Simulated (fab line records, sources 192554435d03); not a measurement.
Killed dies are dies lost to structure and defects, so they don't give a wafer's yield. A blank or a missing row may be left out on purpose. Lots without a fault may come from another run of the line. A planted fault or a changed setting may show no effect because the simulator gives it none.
fab line records | flow n5_finfet | part 2 of 2: steps 30 to 36 of 36
record lots=5 wafers=15 last_day=14
route steps=1938 shown BEOL_M14@1717
lots that met no fault: from a run of the same line without faults
start_h: hours from the record's first day to the start of the lot's first wafer shown | wait_h: hours since the lot's step before | " the same as in the row above | L1.1+2: a row that stands for several wafers | - no value, or no start given | * or withheld: withheld | < > ~ a bound
route shown NAME@n: a module of which the file shows steps, and the number in the route of the first | usual: mean/standard deviation of fault-free wafers | same: alike in all rows | chamber/n: place in a boat | sites: the reading at each site | _std_site: their standard deviation | _edge_site: outer sites' mean less inner sites' | radius_mm: how far each site lies from the wafer's centre | mask NAME#n: copy n | behind: the tool/chamber that last shaped the wafer | hold: why the lot was held/for how many hours/how that ended | device: the transistor (n, p or np) that didn't switch | end of line: the same wafers' tests at the end of the route | a step without rows: its recipe alone | killed: dies lost to structure and defects at the first sort, not the wafer's yield | map: a wafer's dies, x killed, . not, _ none there
set.NAME: the setting as run; set.NAME@STEP: as run at that earlier step | model.NAME: the simulator's own value behind a step, which no gauge read
lots at some steps of the route; a table a step, a row a wafer
services: from which hour (start_h, from the record's first day; less than 0 if before it) a tool's chamber was out of use, for how many hours, and why
## steps
# step N5_BEOL_M14_CD_MEAS_28
# recipe target_cd_nm=284.4 landing_energy_ev=500 detector=se_inlens
# usual cd_nm=284.0/2
# columns lot.wafer tool chamber start_h wait_h cd_nm
L074.1 cd_sem-03 0 248.42 - 286.1
L074.5 " 0 " " 285.4
L074.6 " 0 " " 285.6
L079.3 cd_sem-03 0 275.44 - 284.8
L079.4 " 0 " " 282.3
L079.5 " 0 " " 282.2
L081.1 cd_sem-03 0 294.92 - 284.4
L081.3 " 0 " " 282.1
L081.6 " 0 " " 283.4
L080.3 cd_sem-01 0 299.89 - 283.2
L080.5 " 0 " " 285.2
L080.6 " 0 " " 283.7
L085.2 cd_sem-01 0 311.21 - 285.5
L085.4 " 0 " " 285.5
L085.6 " 0 " " 284.7
# step N5_BEOL_M14_OVL_MEAS_29
# recipe points_per_wafer=44
# usual M14_OVL=-4/5.4
# columns lot.wafer tool chamber start_h wait_h M14_OVL[nm]
L074.1 overlay-02 0 248.45 0.0 -4
L074.5 " 0 " " -2
L074.6 " 0 " " -15
L079.3 overlay-01 0 275.47 0.0 -7
L079.4 " 0 " " 5
L079.5 " 0 " " -6
L081.1 overlay-02 0 294.95 0.0 -12
L081.3 " 0 " " -4
L081.6 " 0 " " -5
L080.3 overlay-01 0 299.91 0.0 0
L080.5 " 0 " " 0
L080.6 " 0 " " -14
L085.2 overlay-02 0 311.24 0.0 -7
L085.4 " 0 " " -14
L085.6 " 0 " " -10
# step N5_BEOL_M14_INSPECT_30
# recipe mode=adi inspect_instrument=macro
# usual raw_defect_count=2.1/1.4
# columns lot.wafer tool chamber start_h wait_h raw_defect_count
L074.1 defect_inspect-02 - 248.47 0.0 2
L074.5 " - " " 2
L074.6 " - " " 3
L079.3 defect_inspect-02 - 275.50 0.0 2
L079.4 " - " " 2
L079.5 " - " " 3
L081.1 defect_inspect-01 - 294.97 0.0 5
L081.3 " - " " 1
L081.6 " - " " 1
L080.3 defect_inspect-01 - 299.94 0.0 1
L080.5 " - " " 1
L080.6 " - " " 3
L085.2 defect_inspect-01 - 311.27 0.0 3
L085.4 " - " " 4
L085.6 " - " " 1
# step N5_BEOL_M14_DESCUM_33
# recipe chemistry=O2 time_s=7.9 source_power_w=50 bias_power_w=20 pressure_mtorr=20 rf_frequency_hz=2.712e+07 temp_c=40 o2_flow_sccm=225
# usual drypump_motor_current_A=5.6/0.38 oes_product_au=0.80/0.075 rf_vpp_V=243.1/1.4 showerhead_plenum_p_Torr=2.09/0.064 throttle_valve_pct=20.32/0.19
# columns lot.wafer tool chamber start_h wait_h drypump_motor_current_A oes_product_au rf_hours_counter_h rf_vpp_V showerhead_plenum_p_Torr throttle_valve_pct
L074.1 rie_diel-05 3 248.50 0.0 5.7 0.69 231 241.0 2.08 20.48
L074.5 " 1 " " 5.4 0.92 - 242.2 2.06 20.38
L074.6 " 0 " " 5.6 0.83 - 245.6 2.21 20.31
L079.3 rie_diel-02 1 275.53 0.0 5.4 0.87 36 245.1 2.10 20.27
L079.4 " 2 " " 6.6 0.73 187 240.9 2.01 20.48
L079.5 " 1 " " 5.4 0.86 - 244.2 2.10 20.26
L081.1 rie_diel-04 1 295.01 0.0 5.4 0.84 47 242.7 2.04 20.06
L081.3 " 3 " " 5.0 0.84 79 243.7 2.22 20.25
L081.6 " 1 " " 5.3 0.85 - 242.3 2.04 20.05
L080.3 rie_diel-02 0 300.03 0.1 5.4 0.75 154 242.7 2.09 20.25
L080.5 " 1 " " 5.4 0.86 - 242.8 2.10 20.27
L080.6 " 2 " " 6.6 0.72 - 241.0 2.00 20.48
L085.2 rie_diel-02 0 311.69 0.4 5.4 0.76 159 242.1 2.09 20.25
L085.4 " 1 " " 5.4 0.85 - 244.1 2.10 20.31
L085.6 " 2 " " 6.6 0.73 - 241.6 2.00 20.50
# step N5_BEOL_M14_ETCH_67
# recipe chemistry=CF4 target=SiARC target_depth_a=1430 time_s=238.3 ion_energy_ev=80 pressure_mtorr=40 source_w=545 bias_w=36 Ar_flow_sccm=100 cf4_flow_sccm=100 ends=cleared
# usual cf4_flow_sccm=99.98/0.29 drypump_motor_current_A=5.6/0.39 etch_rf_on_time_s=239/4.4 oes_product_au=0.68/0.066 rf_vpp_V=184.0/1.1 showerhead_plenum_p_Torr=2.14/0.066 throttle_valve_pct=15.50/0.22
# columns lot.wafer tool chamber start_h wait_h cf4_flow_sccm drypump_motor_current_A etch_rf_on_time_s oes_product_au rf_hours_counter_h rf_vpp_V showerhead_plenum_p_Torr throttle_valve_pct
L074.1 rie_diel-05 3 248.54 0.0 100.33 5.7 245 0.59 231 183.5 2.12 15.62
L074.5 " 1 " " 99.91 5.4 231 0.79 - 183.8 2.11 15.47
L074.6 " 0 " " 100.38 5.6 240 0.71 - 184.7 2.25 15.53
L079.3 rie_diel-02 1 275.56 0.0 99.60 5.4 234 0.74 36 183.8 2.18 15.60
L079.4 " 2 " " 100.14 6.6 244 0.61 188 182.1 2.04 15.55
L079.5 " 1 " " 100.11 5.4 238 0.73 - 184.5 2.18 15.61
L081.1 rie_diel-04 1 295.04 0.0 99.81 5.4 241 0.72 47 183.9 2.08 15.10
L081.3 " 3 " " 99.85 5.0 236 0.73 79 184.6 2.25 15.33
L081.6 " 1 " " 99.91 5.4 241 0.72 - 183.8 2.08 15.10
L080.3 rie_diel-02 0 300.07 0.0 100.31 5.4 244 0.64 154 183.8 2.15 15.51
L080.5 " 1 " " 100.17 5.4 238 0.72 - 186.0 2.18 15.61
L080.6 " 2 " " 99.82 6.6 245 0.62 - 183.4 2.04 15.59
L085.2 rie_diel-02 0 311.72 0.0 99.71 5.4 242 0.64 159 184.8 2.15 15.52
L085.4 " 1 " " 100.18 5.3 236 0.72 - 184.4 2.18 15.64
L085.6 " 2 " " 100.29 6.6 244 0.61 - 182.3 2.04 15.60
# step N5_BEOL_M14_ETCH_68
# recipe chemistry=N2/H2 target=SOC mask_material=SiARC source_w=3000 bias_w=350 temp_c=40 time_s=450 ion_energy_ev=200 pressure_mtorr=30 n2_flow_sccm=200 h2_flow_sccm=200
# usual drypump_motor_current_A=5.6/0.39 n2_flow_sccm=200.0/0.52 oes_product_au=0.80/0.077 rf_vpp_V=523.9/2.5 showerhead_plenum_p_Torr=2.55/0.086 throttle_valve_pct=17.68/0.24
# columns lot.wafer tool chamber start_h wait_h drypump_motor_current_A n2_flow_sccm oes_product_au rf_hours_counter_h rf_vpp_V showerhead_plenum_p_Torr throttle_valve_pct
L074.1 rie_diel-05 3 248.69 0.1 5.7 199.9 0.69 231 525.2 2.49 17.53
L074.5 " 1 " " 5.4 199.9 0.92 - 522.1 2.50 17.72
L074.6 " 0 " " 5.6 200.4 0.84 - 527.2 2.70 17.78
L079.3 rie_diel-02 1 275.71 0.1 5.4 199.4 0.87 36 526.1 2.60 17.83
L079.4 " 2 " " 6.6 199.8 0.73 188 519.4 2.41 17.71
L079.5 " 1 " " 5.4 200.0 0.86 - 525.3 2.60 17.81
L081.1 rie_diel-04 1 295.19 0.1 5.4 199.5 0.84 47 522.7 2.50 17.49
L081.3 " 3 " " 5.0 199.9 0.84 79 528.2 2.68 17.62
L081.6 " 1 " " 5.4 199.6 0.84 - 521.3 2.50 17.51
L080.3 rie_diel-02 0 300.21 0.1 5.4 199.9 0.75 154 524.3 2.54 17.61
L080.5 " 1 " " 5.4 200.3 0.85 - 525.6 2.60 17.85
L080.6 " 2 " " 6.6 200.0 0.73 - 520.5 2.41 17.72
L085.2 rie_diel-02 0 311.87 0.1 5.4 199.5 0.75 159 522.9 2.54 17.60
L085.4 " 1 " " 5.4 200.2 0.84 - 526.7 2.60 17.83
L085.6 " 2 " " 6.6 200.1 0.72 - 520.4 2.41 17.74
# step N5_BEOL_M14_STRIP_69
# recipe chemistry=N2/H2 temp_c=40 n2_flow_sccm=200 h2_flow_sccm=200 rf_frequency_hz=6e+07
# columns lot.wafer tool chamber start_h wait_h
L074.1+5+6 rie_diel-05 3,1,0 248.95 0.1
L079.3+4+5 rie_diel-02 1,2,1 275.97 0.1
L081.1+3+6 rie_diel-04 1,3,1 295.45 0.1
L080.3+5+6 rie_diel-02 0,1,2 300.48 0.1
L085.2+4+6 rie_diel-02 0,1,2 312.13 0.1
## services
# columns tool chamber start_h hours kind
krf_scanner-01 - 224.18 1.3 pm
krf_scanner-02 0 256.57 - calibration
krf_scanner-01 - 262.94 1.0 pm
rie_diel-04 2 266.00 8.9 repair
krf_scanner-02 - 289.44 0.8 pm
krf_scanner-01 - 291.17 3.3 repair
krf_scanner-01 - 296.58 0.8 pm
krf_scanner-02 - 302.40 3.6 pm
rie_diel-05 3 304.84 - clean
rie_diel-05 3 304.84 - consumable_replace:focus_ring
rie_diel-05 3 304.84 21.1 scheduled_down
rie_diel-05 3 304.84 21.1 vent_cycle
rie_diel-02 3 307.91 13.1 repair
